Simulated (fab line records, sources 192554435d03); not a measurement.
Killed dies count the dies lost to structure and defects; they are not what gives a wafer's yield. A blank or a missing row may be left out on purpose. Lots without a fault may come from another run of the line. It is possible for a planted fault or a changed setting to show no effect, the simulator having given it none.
Comparing a struck lot with a sound one	flow n5 finfet	15 steps out of a route of 1938
Sound: wafers L378.1, L378.2, L378.5. Struck: wafer L394.4 (L394.1, L394.5, from the same lot, were not struck and are left out); the cause is given at the end.
At each step with rows: each side's tool, then ch and its chambers, then its first start. Under that, the readings that differ: sound wafers	struck wafers	difference of the means	sigmas: that difference in standard deviations of wafers without a fault.
alike: words and numbers the same on both sides, and readings whose means are apart by under 2 such deviations; not compared: readings that were withheld, readings missing a value for some wafer, numbers with overlapping values and no deviation given by the record, and bounds like >300 which may hide the same value.
Wherever a step has rows on one side only, a row that says differs or no value, or a row with sigmas, the two part there. Non-overlapping numbers with no deviation appear without sigmas and do not part them. A reading that every wafer of one side lacks parts them only if that side has two wafers or more.

first, 4 steps without rows for these wafers: N5_BEOL_M4_SOFTBAKE_23 (time 60 s); N5_BEOL_M4_EXPOSE_25 (exposes mask V3, defocus 5 nm); N5_BEOL_M4_PEB_26 (peb time 60 s); N5_BEOL_M4_DEVELOP_27 (develop time 30 s).
N5_BEOL_M4_CD_MEAS_28: target cd 26.2 nm, target cd y 24.1 nm.
  sound on cd sem-03 ch 0, day 8 10:47; struck on cd sem-01 ch 0, day 11 22:11
  alike: cd nm
N5_BEOL_M4_OVL_MEAS_29:
  sound on overlay-02 ch 0, day 8 10:49; struck on overlay-02 ch 0, day 11 22:13
  alike: V3_OVL
N5_BEOL_M4_INSPECT_30: inspects for defects (brightfield).
  struck on defect inspect-01, day 11 22:16; sound on defect inspect-02, day 8 10:52
  alike: raw defect count
N5_BEOL_M4_DESCUM_33: chemistry O2, time 7 s.
  sound on rie diel-02 ch 0,1, day 8 10:55; struck on rie diel-02 ch 2, day 11 22:19
  alike: chamber pressure mTorr, drypump motor current A, oes product au, rf fwd power W, rf vpp V, showerhead plenum p Torr, throttle valve pct
  not compared: rf hours counter h
N5_BEOL_M4_ETCH_77: etches underlayer in N2/H2, target depth 6.5 nm, time 5.2 s.
  sound on rie diel-02 ch 0,1, day 8 10:56; struck on rie diel-02 ch 2, day 11 22:20
reading	sound	struck	difference	sigmas
throttle valve pct (%)	17.97 17.62 17.99	17.43	-0.43	-2
  alike: chamber pressure mTorr, drypump motor current A, etch rf on time s, oes product au, rf fwd power W, rf vpp V, showerhead plenum p Torr
  not compared: rf hours counter h
N5_BEOL_M4_ETCH_69: etches SiARC in CF4, target depth 15.6 nm, time 26 s.
  sound on rie diel-02 ch 0,1, day 8 10:58; struck on rie diel-02 ch 2, day 11 22:22
reading	sound	struck	difference	sigmas
rf fwd power W (W)	530.3 532.9 530.8	534.9	+3.6	+2
throttle valve pct (%)	16.08 15.31 16.09	15.19	-0.64	-2
  alike: chamber pressure mTorr, drypump motor current A, etch rf on time s, mfc ar sccm, oes product au, rf vpp V, showerhead plenum p Torr
  not compared: rf hours counter h
N5_BEOL_M4_ALD_98: deposits SiO2, target thk 2.5 nm, pulse time 1 s, co reactant pulse time 1 s.
  sound on ald sin-03 ch 0,1, day 8 11:12; struck on ald sin-03 ch 2, day 11 22:26
  alike: heater power w, precursor pulse height rel
N5_BEOL_M4_ETCHBACK_99: etches SiO2 in CHF3, target depth 5 nm, time 10.4 s.
  sound on rie diel-01 ch 0,2, day 8 17:39; struck on rie diel-01 ch 3, day 12 02:47
  alike: CHF3_flow_sccm, chamber pressure mTorr, drypump motor current A, mfc ar sccm, oes product au, rf fwd power W, rf vpp V, showerhead plenum p Torr, throttle valve pct
  not compared: rf hours counter h
N5_BEOL_M4_ETCH_70: etches SOC in N2/H2, target depth 80 nm, overetch 24 nm, time 130 s.
  sound on rie diel-01 ch 0,2, day 8 17:41; struck on rie diel-01 ch 3, day 12 02:50
reading	sound	struck	difference	sigmas
model.SiARC_of_BEOL_M4_COAT_68.thk nm (nm)	5.8 6 6	8.2	+2.3	
  alike: chamber pressure mTorr, drypump motor current A, oes product au, rf fwd power W, rf vpp V, showerhead plenum p Torr, throttle valve pct
  not compared: rf hours counter h
then, 1 step without rows for these wafers: N5_BEOL_M4_STRIP_71 (strips in N2/H2).
N5_BEOL_M4_RC_MEAS_101:
  sound on prober-02 ch 0, day 8 22:22; struck on prober-01 ch 0, day 12 07:47
  alike: DIBL_N, DIBL_P, IOFF_N, IOFF_P, ION_N, ION_P, SS_N, SS_P, VT_N, VT_P

WHERE THEY PART
Earliest at N5_BEOL_M4_ETCH_77; latest, in this record, at N5_BEOL_M4_ETCH_69. Later steps at which nothing parts them and some readings are alike: N5_BEOL_M4_ALD_98, N5_BEOL_M4_ETCHBACK_99, N5_BEOL_M4_ETCH_70, N5_BEOL_M4_RC_MEAS_101.

WHY: what had been put in by the simulator
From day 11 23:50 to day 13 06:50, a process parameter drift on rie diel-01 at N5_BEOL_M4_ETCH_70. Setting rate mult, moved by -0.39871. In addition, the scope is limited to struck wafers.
